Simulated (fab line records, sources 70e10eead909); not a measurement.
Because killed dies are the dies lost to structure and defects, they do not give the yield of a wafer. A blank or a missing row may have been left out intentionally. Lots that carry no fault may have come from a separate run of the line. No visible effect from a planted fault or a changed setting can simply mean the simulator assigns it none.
Which tool was responsible? + flow nandHarc + 11 lots with 33 wafers sampled at 5 steps, on a route of 1302 steps

== WHAT EACH GAUGE READ, for each wafer ==
NHARC_END_SORT_01.
| lot  | measured     | on        | killedAtArray |
|------|--------------|-----------|---------------|
| L837 | day 26 09:37 | prober-01 | 65 88 373     |

== WHICH TOOL RAN EACH LOT (tool, then ch and the chambers of the sampled wafers, then the start) ==
| lot  | NHARC_A_STAIRCASE_STRIP_205         | NHARC_A_STAIRCASE_DESCUM_219      | NHARC_A_STAIRCASE_ETCH_223        | NHARC_A_STAIRCASE_TRIM_233                 |
|------|-------------------------------------|-----------------------------------|-----------------------------------|--------------------------------------------|
| L831 | plasmaAsher-02 ch 0,1, day 15 00:40 | rieDiel-08 ch 0,1,2, day 15 02:17 | rieDiel-08 ch 1,3, day 15 02:45   | rieDiel-08 ch 2,3, no start                |
| L832 | plasmaAsher-01 ch 0,1, day 15 01:32 | rieDiel-08 ch 0,1, day 15 03:01   | rieDiel-08 ch 0,3, day 15 03:39   | rieDiel-01 ch 0,3, no start                |
| L836 | plasmaAsher-02 ch 0,1, day 16 22:05 | rieDiel-08 ch 0,3, day 16 23:36   | rieDiel-08 ch 1,2, day 17 00:04   | rieDiel-08 ch 1,2,3, no start              |
| L834 | plasmaAsher-02 ch 0,1, day 17 08:16 | rieDiel-08 ch 2,3, day 17 09:34   | rieDiel-08 ch 0,1,2, day 17 10:05 | rieDiel-07 ch 0,1,3, no start              |
| L837 | plasmaAsher-02 ch 0,1, day 17 09:14 | rieDiel-08 ch 0,1,2, day 17 10:36 | rieDiel-08 ch 0,1,2, day 17 11:04 | rieDiel-01 ch 1,3, day 26 09:37 or earlier |
| L840 | plasmaAsher-01 ch 0,1, day 18 22:49 | rieDiel-01 ch 0,2, day 19 00:21   | rieDiel-01 ch 0,2, day 19 00:49   | rieDiel-07 ch 0,1,3, no start              |
| L847 | plasmaAsher-01 ch 0,1, day 21 10:01 | rieDiel-08 ch 1,2, day 21 11:27   | rieDiel-08 ch 0,3, day 21 11:55   | rieDiel-08 ch 1,3, no start                |
| L849 | plasmaAsher-02 ch 0,1, day 22 02:43 | rieDiel-08 ch 0,2,3, day 22 04:07 | rieDiel-08 ch 0,1, day 22 04:33   | rieDiel-08 ch 2,3, no start                |
| L851 | plasmaAsher-01 ch 0,1, day 23 09:03 | rieDiel-08 ch 1,2,3, day 23 10:22 | rieDiel-08 ch 1,2,3, day 23 11:14 | rieDiel-01 ch 2,3, no start                |
| L850 | plasmaAsher-01 ch 0,1, day 23 16:50 | rieDiel-01 ch 1,2,3, day 23 18:19 | rieDiel-01 ch 1,2,3, day 23 18:51 | rieDiel-01 ch 0,1,2, no start              |
| L854 | plasmaAsher-02 ch 0,1, day 24 11:32 | rieDiel-07 ch 0,1,3, day 24 13:02 | rieDiel-07 ch 0,2,3, day 24 13:36 | rieDiel-08 ch 0,1,2, no start              |
- NHARC_A_STAIRCASE_STRIP_205: strips in O2.
- NHARC_A_STAIRCASE_DESCUM_219: chemistry O2, time 3 s.
- NHARC_A_STAIRCASE_ETCH_223: etches the open film in C4F8/O2, target depth 100 nm, time 40.5 s.
- NHARC_A_STAIRCASE_TRIM_233: chemistry O2, time 211.2 s.

== THE ANSWER, worked out from the rows above alone ==
Rule: the usual values come from the lots themselves. Put in order of their means at a reading, lots are off if they are a third of the lots or fewer, leave a main group of 4 or more, and stand apart from it by a gap of 3 or more times the standard deviation of the main group's means; of several such gaps the widest counts. If all means in a main group match to the digits the tables above print for the reading, that group is not used. Also off: a lot with no number at a reading for which 4 or more lots have one. Any other lot the step has rows for is counted as sound.
Across all readings shown, no lot is off: no conclusion can be drawn from this.

== WHAT THE SIMULATOR HAD INSERTED ==
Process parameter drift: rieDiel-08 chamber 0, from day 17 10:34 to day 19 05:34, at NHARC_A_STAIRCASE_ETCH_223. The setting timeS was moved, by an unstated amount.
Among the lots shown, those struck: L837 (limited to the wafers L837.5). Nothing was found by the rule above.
